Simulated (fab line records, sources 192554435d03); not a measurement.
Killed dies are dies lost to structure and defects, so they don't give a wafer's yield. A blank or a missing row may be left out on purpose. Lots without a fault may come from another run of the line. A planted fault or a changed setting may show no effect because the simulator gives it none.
Chamber matching | flow n5_finfet | N5_MOL_CONTACT_COAG_ETCH_90 on rie_diel-04: 4 sister chambers
The step etches SiARC in CF4, target depth 13 nm, time 21.7 s. 4 wafers are shown with their chamber, then 8 later ones without.

WAFERS WITH THEIR CHAMBER
wafer  | chamber | showerhead_plenum_p_Torr (Torr)
L081.5 | 1       | 2.05
L086.3 | 2       | 2.21
L086.5 | 3       | 2.09
L087.1 | 0       | 2.04

WAFERS WITHOUT THEIR CHAMBER
wafer  | showerhead_plenum_p_Torr (Torr)
L087.4 | 2.21
L087.5 | 2.21
L094.2 | 2.20
L094.4 | 2.29
L094.5 | 2.29
L095.3 | 2.04
L095.5 | 2.08
L095.6 | 2.29

WHICH CHAMBER EACH WENT THROUGH
wafer  | from the rows above          | in truth
L087.4 | 2                            | 2
L087.5 | 2                            | 2
L094.2 | 2                            | 2
L094.4 | 2                            | 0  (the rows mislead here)
L094.5 | 2                            | 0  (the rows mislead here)
L095.3 | can't be placed: 0 or 1 or 3 | 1
L095.5 | can't be placed: 3 or 1 or 0 | 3
L095.6 | 2                            | 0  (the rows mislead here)
Placed correctly: 3 of 8. Can't be placed from these rows: 2 (the true chamber is among the candidates in 2). Placed wrongly: 3.
How it was worked out, from the rows above alone: a wafer's distance from a chamber is the root of the sum, over the readings, of the square of ((its reading less the chamber's mean) divided by the reading's scatter). The wafer belongs to the nearest chamber; if the next one is less than 2 further off, it can't be placed. A chamber's mean is the mean of its shown wafers. The scatter: with one shown wafer a chamber, the root of the mean of the squares of how far each hidden wafer lies from its nearest shown one.
